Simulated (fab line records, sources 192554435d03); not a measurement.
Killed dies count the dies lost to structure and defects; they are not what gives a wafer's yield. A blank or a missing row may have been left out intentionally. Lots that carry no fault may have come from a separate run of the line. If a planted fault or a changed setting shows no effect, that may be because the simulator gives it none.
Split-lot trial | flow n5Finfet | on a route of 1938 steps: 7 lots, 21 wafers read

== THE SPLIT ITSELF ==
At N5_DUMMY_GATE_COAT_35 (time 60 s, resist thk 10 nm), the setting spinRpm was moved away from the recipe's 1500 rpm on 3 of the 21 wafers read, by +10.7%. All remaining wafers had this setting at the recipe value.

The reading is taken at the split's own step.

== THE READING ==
SiARC_of_DUMMY_GATE_COAT_35.thkNm (the simulator's own value, which no gauge read), in nm, at N5_DUMMY_GATE_COAT_35 (time 60 s, resist thk 10 nm). The file does not state a usual value for it.

wafer  | tool, chamber at the split | spinRpm as run, rpm | against the recipe | SiARC_of_DUMMY_GATE_COAT_35.thkNm, nm | against lot-mates on the recipe
L078.2 | lithoTrack-03, 0           | 1500                | recipe             | 10                                    | -
L078.4 | lithoTrack-03, 0           | 1500                | recipe             | 10                                    | -
L078.5 | lithoTrack-03, 0           | 1500                | recipe             | 10                                    | -
L080.2 | lithoTrack-02, 0           | 1500                | recipe             | 10                                    | -
L080.3 | lithoTrack-02, 0           | 1500                | recipe             | 10                                    | -
L080.4 | lithoTrack-02, 0           | 1500                | recipe             | 10                                    | -
L083.1 | lithoTrack-05, 0           | 1500                | recipe             | 10                                    | -
L083.3 | lithoTrack-05, 0           | 1500                | recipe             | 10                                    | -
L083.6 | lithoTrack-05, 0           | 1500                | recipe             | 10                                    | -
L086.1 | lithoTrack-03, 0           | 1500                | recipe             | 10                                    | -
L086.5 | lithoTrack-03, 0           | 1500                | recipe             | 10                                    | -
L086.6 | lithoTrack-03, 0           | 1500                | recipe             | 10                                    | -
L089.1 | lithoTrack-02, 0           | 1500                | recipe             | 10                                    | -
L089.3 | lithoTrack-02, 0           | 1500                | recipe             | 10                                    | -
L089.6 | lithoTrack-02, 0           | 1500                | recipe             | 10                                    | -
L092.2 | lithoTrack-05, 0           | 1500                | recipe             | 10                                    | -
L092.3 | lithoTrack-05, 0           | 1500                | recipe             | 10                                    | -
L092.6 | lithoTrack-05, 0           | 1500                | recipe             | 10                                    | -
L094.2 | lithoTrack-05, 0           | 1660                | +10.7%             | 9.4                                   | no lot-mate on the recipe
L094.4 | lithoTrack-05, 0           | 1660                | +10.7%             | 9.6                                   | no lot-mate on the recipe
L094.6 | lithoTrack-05, 0           | 1660                | +10.7%             | 9.6                                   | no lot-mate on the recipe

THE FIT
A straight line over all 21 wafers: SiARC_of_DUMMY_GATE_COAT_35.thkNm changes by -0.0438 nm for each +1% of spinRpm; r = -0.98; the points scatter about the line by 0.037 nm.
Too few moved wafers with a lot-mate on the recipe to fit a line net of each lot's own level.

== FILE'S OWN FIT ==
SiARC_of_DUMMY_GATE_COAT_35.thkNm changes by -0.0437 nm for each +1% of spinRpm, r = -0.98.
